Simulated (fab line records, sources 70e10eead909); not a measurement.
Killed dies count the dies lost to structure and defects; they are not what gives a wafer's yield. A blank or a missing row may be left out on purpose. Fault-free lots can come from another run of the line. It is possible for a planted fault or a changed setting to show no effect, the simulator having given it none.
Which tool is to blame? || flow nand_harc || 10 lots, 30 wafers sampled, at 5 steps of a route of 1159

WHAT EACH GAUGE READ, for each wafer
NHARC_A_M0_INSPECT_27. Usual: 469 for raw_defect_count, sd 120.
{"lot": "L284", "measured": "day 18 11:01", "on": "defect_inspect-02", "raw_defect_count": "823 672 544", "flag": ""}
{"lot": "L286", "measured": "day 19 16:33", "on": "defect_inspect-02", "raw_defect_count": "527 429 590", "flag": ""}
{"lot": "L287", "measured": "day 19 23:35", "on": "defect_inspect-02", "raw_defect_count": "452 524 413", "flag": ""}
{"lot": "L290", "measured": "day 20 14:57", "on": "defect_inspect-01", "raw_defect_count": "664 600 432", "flag": ""}
{"lot": "L291", "measured": "day 20 15:32", "on": "defect_inspect-02", "raw_defect_count": "314 450 369", "flag": ""}
{"lot": "L295", "measured": "day 21 07:43", "on": "defect_inspect-01", "raw_defect_count": "451 434 469", "flag": ""}
{"lot": "L294", "measured": "day 21 14:01", "on": "defect_inspect-02", "raw_defect_count": "723 827 687", "flag": ""}
{"lot": "L297", "measured": "day 21 20:59", "on": "defect_inspect-02", "raw_defect_count": "360 413 305", "flag": ""}
{"lot": "L299", "measured": "day 22 19:29", "on": "defect_inspect-01", "raw_defect_count": "354 326 317", "flag": ""}
{"lot": "L302", "measured": "day 23 12:17", "on": "defect_inspect-02", "raw_defect_count": "520 343 349", "flag": ""}

NHARC_END_SORT_01. Usual: defect_limited_yield 95.3 %, standard deviation 1.3; killed_at_array 28, standard deviation 9.1; killed_at_other 0.6, standard deviation 0.87; killed_at_periphery 3.4, standard deviation 2.7; killed_dies 32, standard deviation 9; killed_open 3.2, standard deviation 1.9; killed_short 2.0, standard deviation 1.3; sort_bin_2_pct 1.5 %, standard deviation 0.57; sort_bin_3_pct 0.26 %, standard deviation 0.22; sort_bin_4_pct 2.9 %, standard deviation 0.91; sort_n_pass 645, standard deviation 9; sort_rim_yield_pct 93 %, standard deviation 3.3; sort_yield_pct 95.3 %, standard deviation 1.3.
{"lot": "L286", "measured": "day 21 07:46", "on": "prober-02", "defect_limited_yield (%)": "95.6 96.6 96.3", "killed_at_array": "19 20 23", "killed_at_other": "1 0 0", "killed_at_periphery": "10 3 2", "killed_dies": "30 23 25", "killed_open": "4 3 4", "killed_short": "1 2 2", "sort_bin_2_pct (%)": "1.2 1.0 1.5", "sort_bin_3_pct (%)": "0.30 0.15 0", "sort_bin_4_pct (%)": "3.0 2.2 2.2", "sort_n_pass": "647 654 652", "sort_rim_yield_pct (%)": "94 96 96", "sort_yield_pct (%)": "95.6 96.6 96.3", "flag": ""}
{"lot": "L290", "measured": "day 23 15:31", "on": "prober-02", "defect_limited_yield (%)": "92.8 94.2 94.2", "killed_at_array": "49 36 38", "killed_at_other": "0 0 0", "killed_at_periphery": "0 3 1", "killed_dies": "49 39 39", "killed_open": "3 7 3", "killed_short": "1 1 1", "sort_bin_2_pct (%)": "1.8 2.1 1.3", "sort_bin_3_pct (%)": "0.44 0.59 0.15", "sort_bin_4_pct (%)": "5.0 3.1 4.3", "sort_n_pass": "628 638 638", "sort_rim_yield_pct (%)": "88 90 92", "sort_yield_pct (%)": "92.8 94.2 94.2", "flag": ""}
{"lot": "L295", "measured": "day 23 22:34", "on": "prober-02", "defect_limited_yield (%)": "94.2 94.1 93.2", "killed_at_array": "37 40 39", "killed_at_other": "0 0 0", "killed_at_periphery": "2 0 7", "killed_dies": "39 40 46", "killed_open": "4 1 7", "killed_short": "3 0 0", "sort_bin_2_pct (%)": "2.2 1.8 1.6", "sort_bin_3_pct (%)": "0.44 0.30 0.44", "sort_bin_4_pct (%)": "3.1 3.8 4.7", "sort_n_pass": "638 637 631", "sort_rim_yield_pct (%)": "87 94 88", "sort_yield_pct (%)": "94.2 94.1 93.2", "flag": ""}
{"lot": "L299", "measured": "day 25 21:22", "on": "prober-02", "defect_limited_yield (%)": "95.7 96.2 96.0", "killed_at_array": "25 24 25", "killed_at_other": "1 0 0", "killed_at_periphery": "3 2 2", "killed_dies": "29 26 27", "killed_open": "3 1 1", "killed_short": "1 3 1", "sort_bin_2_pct (%)": "1.6 1.3 1.6", "sort_bin_3_pct (%)": "0.30 0.15 0.44", "sort_bin_4_pct (%)": "2.4 2.4 1.9", "sort_n_pass": "648 651 650", "sort_rim_yield_pct (%)": "91 92 91", "sort_yield_pct (%)": "95.7 96.2 96.0", "flag": ""}
{"lot": "L302", "measured": "day 26 12:13", "on": "prober-02", "defect_limited_yield (%)": "93.5 94.5 95.9", "killed_at_array": "43 34 25", "killed_at_other": "0 0 0", "killed_at_periphery": "1 3 3", "killed_dies": "44 37 28", "killed_open": "3 4 2", "killed_short": "4 3 1", "sort_bin_2_pct (%)": "2.7 1.6 0.9", "sort_bin_3_pct (%)": "0.59 0.15 0.15", "sort_bin_4_pct (%)": "3.2 3.7 3.1", "sort_n_pass": "633 640 649", "sort_rim_yield_pct (%)": "92 92 92", "sort_yield_pct (%)": "93.5 94.5 95.9", "flag": ""}

TOOL THAT RAN EACH LOT (tool first, then ch and the chambers of the sampled wafers, then the start)
{"lot": "L284", "NHARC_A_M1_DESCUM_14": "rie_diel-08 ch 0,1,3, day 18 12:41", "NHARC_A_M1_ETCH_35": "rie_diel-08 ch 0,1,2, day 18 12:46", "NHARC_A_M1_ETCH_28": "rie_diel-04 ch 0,1,2, no start"}
{"lot": "L286", "NHARC_A_M1_DESCUM_14": "rie_diel-04 ch 0,1,3, day 19 18:08", "NHARC_A_M1_ETCH_35": "rie_diel-04 ch 0,1, day 19 18:13", "NHARC_A_M1_ETCH_28": "rie_diel-08 ch 0,1,3, day 21 07:46 or earlier"}
{"lot": "L287", "NHARC_A_M1_DESCUM_14": "rie_diel-08 ch 1,2,3, day 20 01:13", "NHARC_A_M1_ETCH_35": "rie_diel-08 ch 0,1,2, day 20 01:48", "NHARC_A_M1_ETCH_28": "rie_diel-03 ch 0,1,2, no start"}
{"lot": "L290", "NHARC_A_M1_DESCUM_14": "rie_diel-08 ch 0,1, day 20 16:31", "NHARC_A_M1_ETCH_35": "rie_diel-08 ch 0,1,3, day 20 16:37", "NHARC_A_M1_ETCH_28": "rie_diel-03 ch 0,1, day 23 15:31 or earlier"}
{"lot": "L291", "NHARC_A_M1_DESCUM_14": "rie_diel-08 ch 0,1,2, day 20 17:01", "NHARC_A_M1_ETCH_35": "rie_diel-08 ch 0,1,2, day 20 17:14", "NHARC_A_M1_ETCH_28": "rie_diel-08 ch 0,1,3, no start"}
{"lot": "L295", "NHARC_A_M1_DESCUM_14": "rie_diel-08 ch 0,2, day 21 09:22", "NHARC_A_M1_ETCH_35": "rie_diel-08 ch 1,2, day 21 09:27", "NHARC_A_M1_ETCH_28": "rie_diel-04 ch 1,2, day 23 22:34 or earlier"}
{"lot": "L294", "NHARC_A_M1_DESCUM_14": "rie_diel-03 ch 2,3, day 21 15:55", "NHARC_A_M1_ETCH_35": "rie_diel-03 ch 1,2, day 21 16:01", "NHARC_A_M1_ETCH_28": "rie_diel-08 ch 1,3, no start"}
{"lot": "L297", "NHARC_A_M1_DESCUM_14": "rie_diel-03 ch 1,3, day 21 22:28", "NHARC_A_M1_ETCH_35": "rie_diel-03 ch 1,2,3, day 21 22:34", "NHARC_A_M1_ETCH_28": "rie_diel-03 ch 2,3, no start"}
{"lot": "L299", "NHARC_A_M1_DESCUM_14": "rie_diel-04 ch 1,2,3, day 22 21:44", "NHARC_A_M1_ETCH_35": "rie_diel-04 ch 0,1,2, day 22 21:49", "NHARC_A_M1_ETCH_28": "rie_diel-08 ch 0,1,2, day 25 21:22 or earlier"}
{"lot": "L302", "NHARC_A_M1_DESCUM_14": "rie_diel-04 ch 2,3, day 23 13:52", "NHARC_A_M1_ETCH_35": "rie_diel-04 ch 1,3, day 23 13:58", "NHARC_A_M1_ETCH_28": "rie_diel-08 ch 0,2,3, day 26 12:13 or earlier"}
- NHARC_A_M1_DESCUM_14: chemistry O2, time 3 s.
- NHARC_A_M1_ETCH_35: etches the open film in N2/H2, target depth 40 nm, overetch 12 nm, time 43.94 s.
- NHARC_A_M1_ETCH_28: etches the open film in CF4/N2, target depth 30 nm, time 72.99 s.

WHAT THE TOOLS THEMSELVES READ (means of the sampled wafers that have a number; where no wafer has one, the mark that the record gives instead)
NHARC_A_M1_DESCUM_14. Usual: chamber_pressure_mTorr 59.99 mTorr, standard deviation 0.055; drypump_motor_current_A 5.7 A, standard deviation 0.4; mfc_ar_sccm 0.010 sccm, standard deviation 0.014; oes_product_au 1.003 a.u., standard deviation 0.0082; rf_vpp_V 57.8 V, standard deviation 0.9; showerhead_plenum_p_Torr 1.91 Torr, standard deviation 0.077; throttle_valve_pct 11.311 %, standard deviation 0.0095.
{"lot": "L284", "tool": "rie_diel-08", "chamber_pressure_mTorr (mTorr)": 60.02, "drypump_motor_current_A (A)": 5.8, "mfc_ar_sccm (sccm)": 0.023, "oes_product_au (a.u.)": 1.009, "rf_vpp_V (V)": 57.8, "showerhead_plenum_p_Torr (Torr)": 1.89, "throttle_valve_pct (%)": 11.317, "flag": ""}
{"lot": "L286", "tool": "rie_diel-04", "chamber_pressure_mTorr (mTorr)": 60.02, "drypump_motor_current_A (A)": 5.7, "mfc_ar_sccm (sccm)": 0.017, "oes_product_au (a.u.)": 1.003, "rf_vpp_V (V)": 57.3, "showerhead_plenum_p_Torr (Torr)": 1.88, "throttle_valve_pct (%)": 11.304, "flag": ""}
{"lot": "L287", "tool": "rie_diel-08", "chamber_pressure_mTorr (mTorr)": 60.00, "drypump_motor_current_A (A)": 5.8, "mfc_ar_sccm (sccm)": 0.024, "oes_product_au (a.u.)": 1.003, "rf_vpp_V (V)": 57.2, "showerhead_plenum_p_Torr (Torr)": 1.88, "throttle_valve_pct (%)": 11.310, "flag": ""}
{"lot": "L290", "tool": "rie_diel-08", "chamber_pressure_mTorr (mTorr)": 59.95, "drypump_motor_current_A (A)": 5.6, "mfc_ar_sccm (sccm)": 0.011, "oes_product_au (a.u.)": 1.006, "rf_vpp_V (V)": 57.6, "showerhead_plenum_p_Torr (Torr)": 1.93, "throttle_valve_pct (%)": 11.311, "flag": ""}
{"lot": "L291", "tool": "rie_diel-08", "chamber_pressure_mTorr (mTorr)": 59.99, "drypump_motor_current_A (A)": 5.6, "mfc_ar_sccm (sccm)": 0.012, "oes_product_au (a.u.)": 0.999, "rf_vpp_V (V)": 57.4, "showerhead_plenum_p_Torr (Torr)": 1.91, "throttle_valve_pct (%)": 11.314, "flag": ""}
{"lot": "L295", "tool": "rie_diel-08", "chamber_pressure_mTorr (mTorr)": 59.99, "drypump_motor_current_A (A)": 5.6, "mfc_ar_sccm (sccm)": 0.001, "oes_product_au (a.u.)": 1.006, "rf_vpp_V (V)": 59.1, "showerhead_plenum_p_Torr (Torr)": 1.94, "throttle_valve_pct (%)": 11.312, "flag": ""}
{"lot": "L294", "tool": "rie_diel-03", "chamber_pressure_mTorr (mTorr)": 59.98, "drypump_motor_current_A (A)": 5.5, "mfc_ar_sccm (sccm)": 0.000, "oes_product_au (a.u.)": 1.001, "rf_vpp_V (V)": 58.5, "showerhead_plenum_p_Torr (Torr)": 2.01, "throttle_valve_pct (%)": 11.312, "flag": ""}
{"lot": "L297", "tool": "rie_diel-03", "chamber_pressure_mTorr (mTorr)": 59.96, "drypump_motor_current_A (A)": 5.7, "mfc_ar_sccm (sccm)": 0.000, "oes_product_au (a.u.)": 1.000, "rf_vpp_V (V)": 57.9, "showerhead_plenum_p_Torr (Torr)": 1.93, "throttle_valve_pct (%)": 11.316, "flag": ""}
{"lot": "L299", "tool": "rie_diel-04", "chamber_pressure_mTorr (mTorr)": 60.04, "drypump_motor_current_A (A)": 5.8, "mfc_ar_sccm (sccm)": 0.006, "oes_product_au (a.u.)": 1.005, "rf_vpp_V (V)": 58.2, "showerhead_plenum_p_Torr (Torr)": 1.95, "throttle_valve_pct (%)": 11.309, "flag": ""}
{"lot": "L302", "tool": "rie_diel-04", "chamber_pressure_mTorr (mTorr)": 59.96, "drypump_motor_current_A (A)": 5.6, "mfc_ar_sccm (sccm)": 0.007, "oes_product_au (a.u.)": 1.004, "rf_vpp_V (V)": 58.4, "showerhead_plenum_p_Torr (Torr)": 1.94, "throttle_valve_pct (%)": 11.319, "flag": ""}

NHARC_A_M1_ETCH_35. Usual: chamber_pressure_mTorr 29.996 mTorr, standard deviation 0.028; drypump_motor_current_A 5.7 A, standard deviation 0.42; mfc_ar_sccm 0.011 sccm, standard deviation 0.014; oes_product_au 1.003 a.u., standard deviation 0.0084; rf_vpp_V 430.3 V, standard deviation 2.6; showerhead_plenum_p_Torr 2.03 Torr, standard deviation 0.085; throttle_valve_pct 14.172 %, standard deviation 0.0092.
{"lot": "L284", "tool": "rie_diel-08", "chamber_pressure_mTorr (mTorr)": 29.986, "drypump_motor_current_A (A)": 5.6, "mfc_ar_sccm (sccm)": 0.012, "oes_product_au (a.u.)": 0.998, "rf_vpp_V (V)": 430.7, "showerhead_plenum_p_Torr (Torr)": 2.04, "throttle_valve_pct (%)": 14.179, "flag": ""}
{"lot": "L286", "tool": "rie_diel-04", "chamber_pressure_mTorr (mTorr)": 29.988, "drypump_motor_current_A (A)": 5.6, "mfc_ar_sccm (sccm)": 0.023, "oes_product_au (a.u.)": 0.997, "rf_vpp_V (V)": 429.3, "showerhead_plenum_p_Torr (Torr)": 1.97, "throttle_valve_pct (%)": 14.167, "flag": ""}
{"lot": "L287", "tool": "rie_diel-08", "chamber_pressure_mTorr (mTorr)": 30.013, "drypump_motor_current_A (A)": 5.5, "mfc_ar_sccm (sccm)": 0.012, "oes_product_au (a.u.)": 1.007, "rf_vpp_V (V)": 430.4, "showerhead_plenum_p_Torr (Torr)": 2.04, "throttle_valve_pct (%)": 14.168, "flag": ""}
{"lot": "L290", "tool": "rie_diel-08", "chamber_pressure_mTorr (mTorr)": 29.983, "drypump_motor_current_A (A)": 5.8, "mfc_ar_sccm (sccm)": 0.023, "oes_product_au (a.u.)": 0.825, "rf_vpp_V (V)": 430.0, "showerhead_plenum_p_Torr (Torr)": 2.02, "throttle_valve_pct (%)": 14.167, "flag": "OFF"}
{"lot": "L291", "tool": "rie_diel-08", "chamber_pressure_mTorr (mTorr)": 29.976, "drypump_motor_current_A (A)": 5.5, "mfc_ar_sccm (sccm)": 0.012, "oes_product_au (a.u.)": 0.821, "rf_vpp_V (V)": 430.5, "showerhead_plenum_p_Torr (Torr)": 2.04, "throttle_valve_pct (%)": 14.177, "flag": "OFF"}
{"lot": "L295", "tool": "rie_diel-08", "chamber_pressure_mTorr (mTorr)": 30.014, "drypump_motor_current_A (A)": 5.4, "mfc_ar_sccm (sccm)": 0.023, "oes_product_au (a.u.)": 0.826, "rf_vpp_V (V)": 428.8, "showerhead_plenum_p_Torr (Torr)": 1.99, "throttle_valve_pct (%)": 14.175, "flag": "OFF"}
{"lot": "L294", "tool": "rie_diel-03", "chamber_pressure_mTorr (mTorr)": 29.951, "drypump_motor_current_A (A)": 5.8, "mfc_ar_sccm (sccm)": 0.000, "oes_product_au (a.u.)": 0.999, "rf_vpp_V (V)": 428.6, "showerhead_plenum_p_Torr (Torr)": 1.97, "throttle_valve_pct (%)": 14.169, "flag": ""}
{"lot": "L297", "tool": "rie_diel-03", "chamber_pressure_mTorr (mTorr)": 29.994, "drypump_motor_current_A (A)": 5.7, "mfc_ar_sccm (sccm)": 0.000, "oes_product_au (a.u.)": 1.004, "rf_vpp_V (V)": 431.2, "showerhead_plenum_p_Torr (Torr)": 2.05, "throttle_valve_pct (%)": 14.183, "flag": ""}
{"lot": "L299", "tool": "rie_diel-04", "chamber_pressure_mTorr (mTorr)": 29.991, "drypump_motor_current_A (A)": 5.8, "mfc_ar_sccm (sccm)": 0.013, "oes_product_au (a.u.)": 1.010, "rf_vpp_V (V)": 430.5, "showerhead_plenum_p_Torr (Torr)": 2.04, "throttle_valve_pct (%)": 14.163, "flag": ""}
{"lot": "L302", "tool": "rie_diel-04", "chamber_pressure_mTorr (mTorr)": 29.984, "drypump_motor_current_A (A)": 5.7, "mfc_ar_sccm (sccm)": 0.010, "oes_product_au (a.u.)": 1.005, "rf_vpp_V (V)": 430.9, "showerhead_plenum_p_Torr (Torr)": 2.05, "throttle_valve_pct (%)": 14.165, "flag": ""}

NHARC_A_M1_ETCH_28. Usual: chamber_pressure_mTorr 30.00 mTorr, standard deviation 0.032; drypump_motor_current_A 5.7 A, standard deviation 0.42; mfc_ar_sccm 150.0 sccm, standard deviation 0.43; oes_product_au 1.006 a.u., standard deviation 0.0088; rf_vpp_V 313.9 V, standard deviation 1.9; showerhead_plenum_p_Torr 2.61 Torr, standard deviation 0.096; throttle_valve_pct 19.795 %, standard deviation 0.0093.
{"lot": "L284", "tool": "rie_diel-04", "chamber_pressure_mTorr (mTorr)": 30.02, "drypump_motor_current_A (A)": 5.8, "mfc_ar_sccm (sccm)": 150.0, "oes_product_au (a.u.)": 1.009, "rf_vpp_V (V)": 313.6, "showerhead_plenum_p_Torr (Torr)": 2.63, "throttle_valve_pct (%)": 19.792, "flag": ""}
{"lot": "L286", "tool": "rie_diel-08", "chamber_pressure_mTorr (mTorr)": 30.02, "drypump_motor_current_A (A)": 5.8, "mfc_ar_sccm (sccm)": 149.9, "oes_product_au (a.u.)": 1.010, "rf_vpp_V (V)": 313.8, "showerhead_plenum_p_Torr (Torr)": 2.60, "throttle_valve_pct (%)": 19.786, "flag": ""}
{"lot": "L287", "tool": "rie_diel-03", "chamber_pressure_mTorr (mTorr)": 29.98, "drypump_motor_current_A (A)": 5.5, "mfc_ar_sccm (sccm)": 150.2, "oes_product_au (a.u.)": 1.001, "rf_vpp_V (V)": 313.2, "showerhead_plenum_p_Torr (Torr)": 2.58, "throttle_valve_pct (%)": 19.788, "flag": ""}
{"lot": "L290", "tool": "rie_diel-03", "chamber_pressure_mTorr (mTorr)": 30.00, "drypump_motor_current_A (A)": 5.8, "mfc_ar_sccm (sccm)": 149.8, "oes_product_au (a.u.)": 0.996, "rf_vpp_V (V)": 311.4, "showerhead_plenum_p_Torr (Torr)": 2.48, "throttle_valve_pct (%)": 19.802, "flag": ""}
{"lot": "L291", "tool": "rie_diel-08", "chamber_pressure_mTorr (mTorr)": 29.99, "drypump_motor_current_A (A)": 5.8, "mfc_ar_sccm (sccm)": 149.9, "oes_product_au (a.u.)": 1.003, "rf_vpp_V (V)": 313.3, "showerhead_plenum_p_Torr (Torr)": 2.60, "throttle_valve_pct (%)": 19.791, "flag": ""}
{"lot": "L295", "tool": "rie_diel-04", "chamber_pressure_mTorr (mTorr)": 29.96, "drypump_motor_current_A (A)": 6.2, "mfc_ar_sccm (sccm)": 149.6, "oes_product_au (a.u.)": 1.013, "rf_vpp_V (V)": 315.2, "showerhead_plenum_p_Torr (Torr)": 2.70, "throttle_valve_pct (%)": 19.795, "flag": ""}
{"lot": "L294", "tool": "rie_diel-08", "chamber_pressure_mTorr (mTorr)": 30.00, "drypump_motor_current_A (A)": 5.7, "mfc_ar_sccm (sccm)": 150.3, "oes_product_au (a.u.)": 1.006, "rf_vpp_V (V)": 312.4, "showerhead_plenum_p_Torr (Torr)": 2.55, "throttle_valve_pct (%)": 19.788, "flag": ""}
{"lot": "L297", "tool": "rie_diel-03", "chamber_pressure_mTorr (mTorr)": 29.99, "drypump_motor_current_A (A)": 5.6, "mfc_ar_sccm (sccm)": 149.9, "oes_product_au (a.u.)": 0.997, "rf_vpp_V (V)": 316.5, "showerhead_plenum_p_Torr (Torr)": 2.74, "throttle_valve_pct (%)": 19.799, "flag": ""}
{"lot": "L299", "tool": "rie_diel-08", "chamber_pressure_mTorr (mTorr)": 29.99, "drypump_motor_current_A (A)": 5.5, "mfc_ar_sccm (sccm)": 149.6, "oes_product_au (a.u.)": 1.015, "rf_vpp_V (V)": 314.0, "showerhead_plenum_p_Torr (Torr)": 2.62, "throttle_valve_pct (%)": 19.788, "flag": ""}
{"lot": "L302", "tool": "rie_diel-08", "chamber_pressure_mTorr (mTorr)": 30.01, "drypump_motor_current_A (A)": 5.9, "mfc_ar_sccm (sccm)": 149.7, "oes_product_au (a.u.)": 1.010, "rf_vpp_V (V)": 314.0, "showerhead_plenum_p_Torr (Torr)": 2.63, "throttle_valve_pct (%)": 19.797, "flag": ""}

THE ANSWER, worked out from the rows above alone
Rule: take the mean of a lot's wafers that have a number; if it is more than 3 standard deviations from the usual mean, the lot is off. A lot without any number at a reading at which 4 lots or more have one is off too. The other lots that the step has rows for count as sound. After the gauges, taken in route order, come the tools' own readings; for these a lot's mean is taken, as printed above. At the first step where some lot is off, the reading lying furthest off is the one used; lots without a number count as furthest.
Off: L290, L291, L295 (NHARC_A_M1_ETCH_35, oes_product_au).
A tool fits if, at that step or a process step before it, it ran every lot that is off, and no sound lot after the first of them. One candidate fits, namely rie_diel-08 at NHARC_A_M1_DESCUM_14 and NHARC_A_M1_ETCH_35. At NHARC_A_M1_DESCUM_14 its last sound lot is L287 (day 20 01:13), its first lot that is off L290 (day 20 16:31): a fault that began between those two fits.

WHAT WAS PUT IN BY THE SIMULATOR
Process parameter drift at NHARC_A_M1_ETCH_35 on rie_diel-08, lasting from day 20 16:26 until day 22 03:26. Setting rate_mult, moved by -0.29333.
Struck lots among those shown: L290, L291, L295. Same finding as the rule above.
